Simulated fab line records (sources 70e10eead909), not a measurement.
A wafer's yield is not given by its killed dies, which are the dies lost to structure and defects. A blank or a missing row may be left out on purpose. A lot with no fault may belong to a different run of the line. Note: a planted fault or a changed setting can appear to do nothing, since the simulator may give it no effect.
fab line records	flow nandHarc
record: lots: 15	wafers: 45	lastDay: 24
route steps=1159 shown P_GATE@142
lots untouched by any fault: they come from a run of this same line in which no faults occurred
startH: the number of hours between the record's first day and the start of the first shown wafer of the lot	waitH: hours from the lot's prior step to this one	" unchanged from the row above	L1.1+2: several wafers, shown together as one row	- value missing, or start not given	* or withheld: withheld	< > ~ a bound
route shown NAME@n: names a module that has steps shown in the file, with the first one's number in the route	usual: mean/standard deviation taken from wafers without a fault	same: alike in all rows	chamber/n: place in a boat	sites: the reading at each site	_std_site: standard deviation across them	_edge_site: inner sites' mean taken away from outer sites' mean	radiusMm: for every site, how far away it sits from the centre of the wafer	mask NAME#n: copy n	behind: the most recent tool/chamber to have shaped the wafer	hold: why the lot was held/for how many hours/how that ended	device: transistor that didn't switch, given as n, p or np	end of line: the same wafers' tests at the end of the route	a step given without rows: its recipe and nothing more	killed: at the first sort, the dies lost to defects and structure; wafer yield is something else	map: the dies of a wafer, with x for killed, . for not killed, _ for no die there
set.NAME: the setting that was run; set.NAME@STEP: the one run at that earlier step	model.NAME: the simulator's own value behind a step, which no gauge read
steps of the route over a sample of lots; a table a step, a row a wafer
services: from which hour (startH, from the record's first day; less than 0 if before it) a tool's chamber was out of use, for how many hours, and why
== steps ==
step: NHARC_P_GATE_OVL_MEAS_27
usual: overlayXNm: -0.2/0.74	overlayYNm: 0.0/1
lot.wafer	tool	chamber	startH	waitH	overlayXNm	overlayYNm
L285.1	overlay-01	-	87.87	-	0.5	0.7
L285.2	"	-	"	"	0.1	0.4
L285.3	"	-	"	"	-0.5	-0.1
L286.1	overlay-01	-	88.14	-	-0.1	1.0
L286.2	"	-	"	"	-0.4	0.8
L286.4	"	-	"	"	-0.4	1.1
L287.1	overlay-01	-	100.70	-	-0.3	1.4
L287.3	"	-	"	"	-0.5	1.6
L287.6	"	-	"	"	-0.4	1.7
L290.2	overlay-01	-	116.03	-	-1.0	-0.1
L290.4	"	-	"	"	-0.7	-0.2
L290.6	"	-	"	"	-0.9	0.4
L289.2	overlay-01	-	116.44	-	-0.8	-0.1
L289.3	"	-	"	"	-1.2	0.3
L289.6	"	-	"	"	-0.6	-0.1
L291.1	overlay-02	-	129.27	-	0.4	-1.0
L291.4	"	-	"	"	0.0	-1.0
L291.6	"	-	"	"	0.4	-0.7
L293.1	overlay-01	-	140.74	-	0.1	-0.3
L293.4	"	-	"	"	-0.9	0.1
L293.5	"	-	"	"	0.5	-0.9
L294.1	overlay-01	-	141.54	-	-1.3	0.6
L294.3	"	-	"	"	-0.8	0.5
L294.6	"	-	"	"	-0.6	0.5
L298.4	overlay-01	-	167.15	-	0.2	1.3
L298.5	"	-	"	"	-0.4	1.3
L298.6	"	-	"	"	-0.2	1.3
L296.1	overlay-01	-	167.92	-	1.0	0.0
L296.3	"	-	"	"	1.5	-0.4
L296.4	"	-	"	"	0.2	0.5
L297.1	overlay-01	-	169.00	-	1.3	-2.6
L297.2	"	-	"	"	1.2	-2.7
L297.3	"	-	"	"	0.9	-2.4
L300.2	overlay-02	-	179.23	-	0.0	1.2
L300.3	"	-	"	"	-0.5	1.1
L300.6	"	-	"	"	0.4	1.4
L307.4	overlay-01	-	217.68	-	0.5	-0.6
L307.5	"	-	"	"	0.1	-1.0
L307.6	"	-	"	"	0.4	-0.9
L306.1	overlay-02	-	217.84	-	-0.1	0.0
L306.2	"	-	"	"	0.2	0.1
L306.5	"	-	"	"	-0.2	0.0
L308.1	overlay-01	-	221.85	-	0.4	1.2
L308.4	"	-	"	"	-0.1	1.4
L308.6	"	-	"	"	0.2	1.4
step: NHARC_P_GATE_ALD_36
recipe: targetThkA: 200	pulseTimeS: 60	aldCycles: 223	tempC: 400	material: SiNx
usual: heaterPowerW: 816/99	precursorPulseHeightRel: 0.999/0.02
lot.wafer	tool	chamber	startH	waitH	heaterPowerW	precursorPulseHeightRel
L286.4	aldSin-04	2	89.69	-	864	0.980
L286.1	"	3	90.76	-	679	0.994
L286.2	"	0	91.82	-	975	0.987
L285.2	aldSin-01	3	90.52	-	742	1.004
L285.1	"	0	91.58	-	660	0.972
L285.3	"	1	92.63	-	801	0.990
L287.3	aldSin-01	3	102.20	-	765	1.011
L287.1	"	2	105.38	-	910	1.023
L287.6	"	3	106.44	-	751	1.010
L289.3	aldSin-01	3	117.78	-	772	0.989
L289.2	"	1	119.90	-	807	1.006
L289.6	"	3	122.02	-	737	1.005
L290.2	aldSin-04	0	119.49	-	976	0.959
L290.4	"	1	120.54	-	776	0.999
L290.6	"	2	121.60	-	834	1.016
L291.1	aldSin-02	1	131.72	-	889	0.991
L291.4	"	2	132.77	-	950	1.030
L291.6	"	1	135.93	-	879	1.044
L294.1	aldSin-04	3	143.23	-	675	0.986
L294.3	"	0	144.29	-	969	1.015
L294.6	"	0	148.54	-	986	0.992
L293.1	aldSin-01	2	143.69	-	943	1.026
L293.4	"	0	146.53	-	648	0.977
L293.5	"	3	149.36	-	774	0.968
L298.4	aldSin-02	1	169.88	-	908	1.003
L298.6	"	0	173.05	-	762	1.000
L298.5	"	1	174.10	-	866	1.030
L296.1	aldSin-04	2	170.70	-	891	0.972
L296.3	"	3	172.11	-	681	1.013
L296.4	"	1	173.52	-	806	1.029
L297.1	aldSin-02	3	176.20	-	878	1.048
L297.2	"	0	177.25	-	764	0.982
L297.3	"	1	178.29	-	916	0.995
L300.3	aldSin-01	2	181.97	-	828	1.007
L300.2	"	0	183.36	-	634	0.984
L300.6	"	0	187.51	-	628	1.016
L307.4	aldSin-01	2	219.08	-	831	1.002
L307.5	"	2	223.28	-	845	0.987
L307.6	"	3	224.33	-	724	1.033
L306.2	aldSin-02	0	219.27	-	782	0.999
L306.1	"	3	222.42	-	874	1.039
L306.5	"	1	224.51	-	904	1.007
L308.1	aldSin-04	3	225.98	-	714	1.017
L308.4	"	0	227.04	-	972	0.985
L308.6	"	1	228.11	-	778	1.043
step: NHARC_P_GATE_STRIP_111
recipe: powerW: 1500	tempC: 110	timeS: 250	chemistry: N2/H2
usual: drypumpMotorCurrentA: 5.49/0.27	heaterPowerW: 96/3.1
lot.wafer	tool	chamber	startH	waitH	drypumpMotorCurrentA	heaterPowerW	rfHoursCounterH
L285.2	plasmaAsher-02	0	100.59	0.2	5.69	101	28
L285.1	"	1	"	"	5.30	93	28
L285.3	"	0	"	"	5.70	100	-
L286.1	plasmaAsher-02	0	100.95	0.4	5.66	102	28
L286.2	"	1	"	"	5.33	94	28
L286.4	"	0	"	"	5.67	100	-
L287.1	plasmaAsher-02	1	113.21	0.2	5.31	94	35
L287.3	"	1	"	"	5.29	92	-
L287.6	"	1	"	"	5.32	92	-
L290.2	plasmaAsher-02	0	128.50	0.2	5.68	102	39
L290.4	"	0	"	"	5.66	99	-
L290.6	"	1	"	"	5.31	93	-
L289.2	plasmaAsher-01	1	128.91	0.2	5.87	94	3
L289.3	"	1	"	"	5.84	99	-
L289.6	"	1	"	"	5.86	100	-
L291.1	plasmaAsher-01	0	141.93	0.2	5.18	91	9
L291.4	"	0	"	"	5.16	94	-
L291.6	"	0	"	"	5.14	93	-
L294.1	plasmaAsher-02	1	154.34	0.2	5.26	92	49
L294.3	"	0	"	"	5.69	99	-
L294.6	"	0	"	"	5.67	101	-
L293.1	plasmaAsher-02	0	155.42	0.2	5.66	100	49
L293.4	"	1	"	"	5.28	92	-
L293.5	"	0	"	"	5.66	101	-
L298.4	plasmaAsher-02	0	180.01	0.2	5.68	103	-
L298.6	"	0	"	"	5.68	101	-
L298.5	"	1	"	"	5.26	95	-
L296.1	plasmaAsher-01	0	182.54	0.2	5.20	93	22
L296.3	"	1	"	"	5.81	97	-
L296.4	"	0	"	"	5.19	93	-
L297.1	plasmaAsher-01	1	187.03	1.0	5.80	96	26
L297.2	"	0	"	"	5.17	94	26
L297.3	"	0	"	"	5.14	94	-
L300.2	plasmaAsher-01	0	193.70	0.2	5.17	92	29
L300.3	"	0	"	"	5.16	93	-
L300.6	"	0	"	"	5.20	90	-
L307.4	plasmaAsher-01	0	230.36	0.2	5.16	92	-
L307.5	"	0	"	"	5.19	93	-
L307.6	"	1	"	"	5.84	96	-
L306.1	plasmaAsher-02	0	230.54	0.4	5.67	98	7
L306.2	"	1	"	"	5.29	97	7
L306.5	"	1	"	"	5.31	94	-
L308.1	plasmaAsher-02	0	234.93	0.2	5.65	97	9
L308.4	"	0	"	"	5.65	99	-
L308.6	"	1	"	"	5.28	97	-
step: NHARC_P_GATE_EXPOSE_56
recipe: na: 0.6	targetCdNm: 720	doseMj: 14.81	maskId: P_PSD
usual: exposureDoseMJCm2: 14.808/0.014	focusOffsetNm: 0.2/0.5
lot.wafer	tool	chamber	startH	waitH	mask	exposureDoseMJCm2	focusOffsetNm
L285.1	krfScanner-03	0	101.54	-	P_PSD#0	14.812	0.3
L285.2	"	0	"	"	P_PSD#0	14.829	0.3
L285.3	"	0	"	"	P_PSD#0	14.821	-0.6
L286.1	krfScanner-02	0	102.02	-	P_PSD#0	14.785	0.7
L286.2	"	0	"	"	P_PSD#0	14.805	0.5
L286.4	"	0	"	"	P_PSD#0	14.793	0.3
L287.1	krfScanner-04	0	114.23	-	P_PSD#0	14.826	0.0
L287.3	"	0	"	"	P_PSD#0	14.819	0.4
L287.6	"	0	"	"	P_PSD#0	14.797	-0.7
L290.2	krfScanner-02	0	129.41	-	P_PSD#0	14.816	0.2
L290.4	"	0	"	"	P_PSD#0	14.809	0.2
L290.6	"	0	"	"	P_PSD#0	14.821	0.3
L289.2	krfScanner-03	0	129.99	-	P_PSD#0	14.810	0.4
L289.3	"	0	"	"	P_PSD#0	14.785	0.8
L289.6	"	0	"	"	P_PSD#0	14.804	0.8
L291.1	krfScanner-02	0	143.00	-	P_PSD#0	14.814	-0.1
L291.4	"	0	"	"	P_PSD#0	14.794	-0.4
L291.6	"	0	"	"	P_PSD#0	14.794	-0.4
L294.1	krfScanner-02	0	155.43	-	P_PSD#0	14.805	0.1
L294.3	"	0	"	"	P_PSD#0	14.801	0.7
L294.6	"	0	"	"	P_PSD#0	14.823	0.3
L293.1	krfScanner-03	0	156.48	-	P_PSD#0	14.795	0.0
L293.4	"	0	"	"	P_PSD#0	14.771	-0.5
L293.5	"	0	"	"	P_PSD#0	14.793	0.1
L298.4	krfScanner-03	0	180.87	-	P_PSD#0	14.821	0.2
L298.5	"	0	"	"	P_PSD#0	14.814	-0.1
L298.6	"	0	"	"	P_PSD#0	14.794	0.0
L296.1	krfScanner-03	-	183.56	-	P_PSD#0	-	-
L296.3	"	-	"	"	P_PSD#0	-	-
L296.4	"	-	"	"	P_PSD#0	-	-
L297.1	krfScanner-04	-	188.10	-	P_PSD#0	-	-
L297.2	"	-	"	"	P_PSD#0	-	-
L297.3	"	-	"	"	P_PSD#0	-	-
L300.2	krfScanner-03	-	194.79	-	P_PSD#0	-	-
L300.3	"	-	"	"	P_PSD#0	-	-
L300.6	"	-	"	"	P_PSD#0	-	-
L307.4	krfScanner-03	0	231.35	-	P_PSD#0	14.802	0.6
L307.5	"	0	"	"	P_PSD#0	14.812	0.2
L307.6	"	0	"	"	P_PSD#0	14.794	0.7
L306.1	krfScanner-04	0	231.63	-	P_PSD#0	14.826	0.3
L306.2	"	0	"	"	P_PSD#0	14.803	0.2
L306.5	"	0	"	"	P_PSD#0	14.815	0.4
L308.1	krfScanner-03	0	235.95	-	P_PSD#0	14.816	0.2
L308.4	"	0	"	"	P_PSD#0	14.811	0.4
L308.6	"	0	"	"	P_PSD#0	14.807	-0.4
step: NHARC_P_GATE_CD_MEAS_59
recipe: targetCdNm: 720	landingEnergyEv: 500
usual: cdNm: 719.3/2.9
lot.wafer	tool	chamber	startH	waitH	cdNm
L285.1	cdSem-02	0	101.69	-	723.5
L285.2	"	0	"	"	722.1
L285.3	"	0	"	"	725.9
L286.1	cdSem-03	0	102.18	-	717.5
L286.2	"	0	"	"	720.4
L286.4	"	0	"	"	717.6
L287.1	cdSem-03	0	114.39	-	721.9
L287.3	"	0	"	"	723.6
L287.6	"	0	"	"	719.0
L290.2	cdSem-03	0	129.57	-	716.0
L290.4	"	0	"	"	717.6
L290.6	"	0	"	"	715.4
L289.2	cdSem-03	0	130.14	-	720.8
L289.3	"	0	"	"	716.8
L289.6	"	0	"	"	719.9
L291.1	cdSem-02	0	143.16	-	723.5
L291.4	"	0	"	"	722.2
L291.6	"	0	"	"	722.4
L294.1	cdSem-03	0	155.59	-	715.4
L294.3	"	0	"	"	714.2
L294.6	"	0	"	"	717.7
L293.1	cdSem-02	0	156.64	-	722.1
L293.4	"	0	"	"	721.1
L293.5	"	0	"	"	720.3
L298.4	cdSem-03	0	181.02	-	718.6
L298.5	"	0	"	"	716.3
L298.6	"	0	"	"	716.4
L296.1	cdSem-03	0	183.72	-	-
L296.3	"	0	"	"	-
L296.4	"	0	"	"	-
L297.1	cdSem-02	0	188.25	-	-
L297.2	"	0	"	"	-
L297.3	"	0	"	"	-
L300.2	cdSem-02	0	194.95	-	-
L300.3	"	0	"	"	-
L300.6	"	0	"	"	-
L307.4	cdSem-03	0	231.49	-	717.5
L307.5	"	0	"	"	719.3
L307.6	"	0	"	"	719.8
L306.1	cdSem-03	0	231.79	-	721.7
L306.2	"	0	"	"	725.4
L306.5	"	0	"	"	721.5
L308.1	cdSem-02	0	236.10	-	719.5
L308.4	"	0	"	"	723.6
L308.6	"	0	"	"	721.8
step: NHARC_P_GATE_INSPECT_68
usual: rawDefectCount: 230/98
lot.wafer	tool	chamber	startH	waitH	rawDefectCount
L285.1	defectInspect-02	-	107.09	0.2	469
L285.2	"	-	"	"	171
L285.3	"	-	"	"	138
L286.1	defectInspect-01	-	107.77	0.2	214
L286.2	"	-	"	"	308
L286.4	"	-	"	"	189
L287.1	defectInspect-01	-	119.08	0.2	202
L287.3	"	-	"	"	161
L287.6	"	-	"	"	172
L290.2	defectInspect-01	-	134.39	0.1	115
L290.4	"	-	"	"	141
L290.6	"	-	"	"	99
L289.2	defectInspect-02	-	135.11	0.1	300
L289.3	"	-	"	"	541
L289.6	"	-	"	"	250
L291.1	defectInspect-02	-	147.97	0.2	93
L291.4	"	-	"	"	165
L291.6	"	-	"	"	169
L294.1	defectInspect-02	-	160.60	0.2	492
L294.3	"	-	"	"	288
L294.6	"	-	"	"	289
L293.1	defectInspect-01	-	161.55	0.2	295
L293.4	"	-	"	"	212
L293.5	"	-	"	"	225
L298.4	defectInspect-02	-	185.73	0.1	190
L298.5	"	-	"	"	263
L298.6	"	-	"	"	317
L296.1	defectInspect-01	-	188.65	0.2	1386
L296.3	"	-	"	"	1277
L296.4	"	-	"	"	1359
L297.1	defectInspect-02	-	193.09	0.2	1609
L297.2	"	-	"	"	1338
L297.3	"	-	"	"	1224
L300.2	defectInspect-02	-	200.09	0.1	1295
L300.3	"	-	"	"	1195
L300.6	"	-	"	"	1297
L307.4	defectInspect-01	-	236.26	0.1	157
L307.5	"	-	"	"	199
L307.6	"	-	"	"	163
L306.1	defectInspect-02	-	237.01	0.2	354
L306.2	"	-	"	"	102
L306.5	"	-	"	"	249
L308.1	defectInspect-01	-	240.90	0.2	307
L308.4	"	-	"	"	300
L308.6	"	-	"	"	317
== services ==
tool	chamber	startH	hours	kind
aldSin-01	2	69.08	1.5	repair
krfScanner-03	-	75.17	2.6	repair
aldSin-02	3	83.33	3.2	repair
krfScanner-02	-	88.08	4.1	repair
plasmaAsher-02	-	89.74	0.6	repair
aldSin-02	3	92.56	15.2	repair
plasmaAsher-01	-	99.20	9.0	pm
plasmaAsher-01	-	116.42	2.0	repair
krfScanner-04	-	126.00	4.0	pm
aldSin-04	0	158.68	14.7	repair
krfScanner-03	-	168.00	4.0	pm
krfScanner-04	-	171.87	2.7	repair
aldSin-01	3	179.32	6.6	repair
plasmaAsher-02	-	183.30	9.0	pm
plasmaAsher-02	0	183.30	9.0	ventCycle
plasmaAsher-02	1	183.30	9.0	ventCycle
krfScanner-04	-	186.65	0.7	repair
plasmaAsher-02	0	192.30	-	clean
plasmaAsher-02	-	193.21	9.6	repair
krfScanner-02	-	210.00	4.0	pm
aldSin-01	-	211.19	0.3	repair
plasmaAsher-02	-	217.97	6.6	repair
aldSin-02	-	228.76	10.0	pm
aldSin-04	2	233.75	1.6	repair
== key ==
firstSign: step: NHARC_P_GATE_EXPOSE_56	reading: toolRecord	direction: missing
effect: step: NHARC_P_GATE_CD_MEAS_59	reading: cdNm	direction: missing
effect: step: NHARC_P_GATE_INSPECT_68	reading: rawDefectCount	direction: up	sigmas: 11	usual: 230	struck: 1331
metAt NHARC_P_GATE_EXPOSE_56
struckLots L296,L297,L300
laterRowsLeftOut L296.1,L296.3,L296.4,L297.1,L297.2,L297.3,L300.2,L300.3,L300.6
sortLeftOut L296.1,L296.3,L296.4,L297.1,L297.2,L297.3,L300.2,L300.3,L300.6
testerLeftOut L296,L297,L300
notActingAt NHARC_P_GATE_OVL_MEAS_27,NHARC_P_GATE_ALD_36,NHARC_P_GATE_STRIP_111
onsetBetween 180.87 183.56
fault: kind: skippedStepWhole	tool: krfScanner-03,krfScanner-04	chamber: -	onsetH: 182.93	steps: NHARC_P_GATE_EXPOSE_56	scope: struckLotsOnly
testerLeftOut: of these lots the tester's yield and bins aren't shown, on N5 and GAA mostly nor the transistor test; their killed dies are dies lost to structure and defects alone, not to doping, threshold or leakage, so they don't give the yield
sortLeftOut: the simulated sort isn't trusted on such a fault, so these wafers' sort isn't shown, and their yield isn't known
laterRowsLeftOut: the simulator's readings of these wafers behind a module that went badly wrong aren't trusted and aren't shown, but for the sort
